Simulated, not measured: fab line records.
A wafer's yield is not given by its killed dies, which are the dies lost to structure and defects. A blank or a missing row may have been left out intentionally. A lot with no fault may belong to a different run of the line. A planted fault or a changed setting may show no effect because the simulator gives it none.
What tool caused it?	flow nandHarc	18 wafers from 6 lots sampled at 4 of the route's 1159 steps

WHAT EACH GAUGE READ, for each wafer
NHARC_THIN_TSV_CD_MEAS_37.
lot	measured	on	cdNm (nm)
L576	day 19 03:49	cdSem-02	5001 4993 5004
L578	day 20 02:23	cdSem-03	5001 4997 4998
L581	day 20 11:44	cdSem-03	5002 5001 4998
L584	day 21 07:22	cdSem-02	5001 5005 4996
L589	day 22 05:49	cdSem-02	5003 5002 5000
L594	day 23 20:48	cdSem-03	5000 5000 4999

TOOL THAT RAN EACH LOT (tool first, then ch and the chambers of the sampled wafers, then the start)
lot	NHARC_A_CONTACT_ETCH_48	NHARC_THIN_TSV_PRE_CLEAN_50	NHARC_THIN_TSV_DEGAS_53
L576	rieDiel-08 ch 0,3, day 16 09:44	pvdSputter-02, day 19 01:20 or earlier	pvdSputter-03, day 19 01:20
L578	rieDiel-08 ch 0,2,3, day 17 06:08	pvdSputter-01, day 19 23:35 or earlier	pvdSputter-02, day 19 23:35
L581	rieDiel-08 ch 1,2,3, day 17 22:43	pvdSputter-02, day 20 09:17 or earlier	pvdSputter-01, day 20 09:17
L584	rieDiel-08 ch 0,1,2, day 18 15:44	pvdSputter-03, day 21 04:46 or earlier	pvdSputter-03, day 21 04:46
L589	rieDiel-08 ch 1,2, day 19 16:31	pvdSputter-01, day 22 03:14 or earlier	pvdSputter-02, day 22 03:14
L594	rieDiel-08 ch 0,2,3, day 21 08:01	pvdSputter-03, day 23 18:13 or earlier	pvdSputter-03, day 23 18:13
- NHARC_A_CONTACT_ETCH_48: etches the open film in CF4, target depth 39 nm, time 65 s.
- NHARC_THIN_TSV_PRE_CLEAN_50: time 30 s.
- NHARC_THIN_TSV_DEGAS_53: time 60 s.

THE ANSWER, worked out from the rows above alone
Rule: the usual values come from the lots themselves. The widest of any qualifying gaps counts: lots, ordered by their means at a reading, are off when they make up no more than a third of the lots, leave a main group of 4 or more, and stand apart from it by 3 or more times the standard deviation of that group's means. The tables above print the reading to a certain number of digits; a main group whose means all agree to those digits is not used. Also off: a lot with no number at a reading for which 4 or more lots have one. Any other lot the step has rows for is counted as sound.
No lot is off at any reading shown: from this, nothing can be told.

WHAT THE SIMULATOR HAD PUT IN
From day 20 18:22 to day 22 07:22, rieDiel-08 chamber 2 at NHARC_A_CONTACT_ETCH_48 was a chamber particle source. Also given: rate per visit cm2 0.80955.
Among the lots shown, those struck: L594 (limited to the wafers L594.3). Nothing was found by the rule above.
